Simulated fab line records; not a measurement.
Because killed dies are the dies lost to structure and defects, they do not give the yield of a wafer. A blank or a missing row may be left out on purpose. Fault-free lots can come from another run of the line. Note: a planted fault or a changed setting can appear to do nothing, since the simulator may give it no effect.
Matching of chambers + flow nand harc + NHARC_A_BONDPAD_DEP_00 on pecvd-02: 3 sister chambers
The step deposits SiCN, target thk 250 nm. 18 wafers are shown with their chamber, then 9 later ones without.

WAFERS WITH THEIR CHAMBER
| wafer  | chamber | heater power w (W) |
|--------|---------|--------------------|
| L084.1 | 0       | 581                |
| L084.5 | 1       | 549                |
| L084.6 | 2       | 607                |
| L088.1 | 1       | 522                |
| L088.3 | 0       | 600                |
| L088.6 | 1       | 535                |
| L087.1 | 2       | 549                |
| L087.5 | 2       | 576                |
| L087.6 | 0       | 638                |
| L089.2 | 2       | 669                |
| L089.3 | 1       | 581                |
| L089.5 | 0       | 577                |
| L086.2 | 0       | 638                |
| L086.4 | 2       | 651                |
| L086.6 | 1       | 542                |
| L090.2 | 2       | 665                |
| L090.3 | 0       | 536                |
| L090.4 | 2       | 682                |

SIGNATURES (means of the wafers above)
| reading        | chamber 0 | chamber 1 | chamber 2 | scatter within a chamber |
|----------------|-----------|-----------|-----------|--------------------------|
| heater power w | 595.00    | 545.80    | 628.43    | 41.3                     |
Rule: a wafer lies at a distance from a chamber equal to the root of the sum of squares, over the readings, of (its reading less the chamber's mean, divided by the reading's scatter). The wafer belongs to the nearest chamber; if the next one is less than 2 further off, it can't be placed. How the scatter is found: for the shown wafers, subtract from each reading the mean of its chamber, square and add these, divide the total by (wafers less chambers), then take the root.

WAFERS WITHOUT THEIR CHAMBER
| wafer  | heater power w (W) |
|--------|--------------------|
| L092.1 | 579                |
| L092.2 | 674                |
| L092.5 | 606                |
| L093.2 | 628                |
| L093.4 | 562                |
| L093.5 | 672                |
| L095.3 | 591                |
| L095.5 | 587                |
| L095.6 | 680                |

WHICH CHAMBER EACH ONE RAN IN
| wafer  | from the rows above          | in truth |
|--------|------------------------------|----------|
| L092.1 | can't be placed: 0 or 1 or 2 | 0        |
| L092.2 | can't be placed: 2 or 0      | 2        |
| L092.5 | can't be placed: 0 or 2 or 1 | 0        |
| L093.2 | can't be placed: 2 or 0 or 1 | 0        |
| L093.4 | can't be placed: 1 or 0 or 2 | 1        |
| L093.5 | can't be placed: 2 or 0      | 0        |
| L095.3 | can't be placed: 0 or 2 or 1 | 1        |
| L095.5 | can't be placed: 0 or 1 or 2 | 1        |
| L095.6 | can't be placed: 2 or 0      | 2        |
Correct placement for 0 of the 9. These rows do not allow placing 9 (true chamber among the candidates in 9). Wrongly placed: 0.
